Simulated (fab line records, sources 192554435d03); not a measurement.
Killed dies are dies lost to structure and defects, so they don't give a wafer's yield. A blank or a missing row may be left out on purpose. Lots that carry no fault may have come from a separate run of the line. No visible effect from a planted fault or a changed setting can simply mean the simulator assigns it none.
Matching of chambers | flow n5_finfet | rie_diel-01 running N5_BEOL_M4_STRIP_19: 4 sister chambers
The step strips in O2. 4 wafers are shown with their chamber, then 8 later ones without.

## WAFERS WITH THEIR CHAMBER
wafer  | chamber | throttle_valve_pct (%)
L088.3 | 3       | 16.93
L093.1 | 2       | 16.90
L093.4 | 1       | 16.36
L090.1 | 0       | 16.53

## WAFERS WITH NO CHAMBER GIVEN
wafer  | throttle_valve_pct (%)
L090.4 | 16.37
L090.6 | 16.53
L095.2 | 16.93
L095.5 | 16.39
L095.6 | 16.56
L096.1 | 16.55
L096.2 | 16.39
L096.4 | 16.39

## EACH ONE'S CHAMBER
wafer  | from the rows above     | in truth
L090.4 | 1                       | 1
L090.6 | 0                       | 0
L095.2 | can't be placed: 3 or 2 | 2
L095.5 | 1                       | 1
L095.6 | 0                       | 0
L096.1 | 0                       | 0
L096.2 | 1                       | 1
L096.4 | 1                       | 1
7 of 8 placed correctly. Not placeable from these rows: 1 (in 1, the candidates include the true chamber). Placed wrongly: 0.
How it was worked out, from the rows above alone: a wafer's distance from a chamber is the root of the sum, over the readings, of the square of ((its reading less the chamber's mean) divided by the reading's scatter). The wafer belongs to the nearest chamber; if the next one is less than 2 further off, it can't be placed. For every chamber, the mean is computed from those of its wafers that are shown. The scatter (one wafer shown for each chamber): square how far every hidden wafer sits from the nearest shown wafer, average those squares and take the square root.
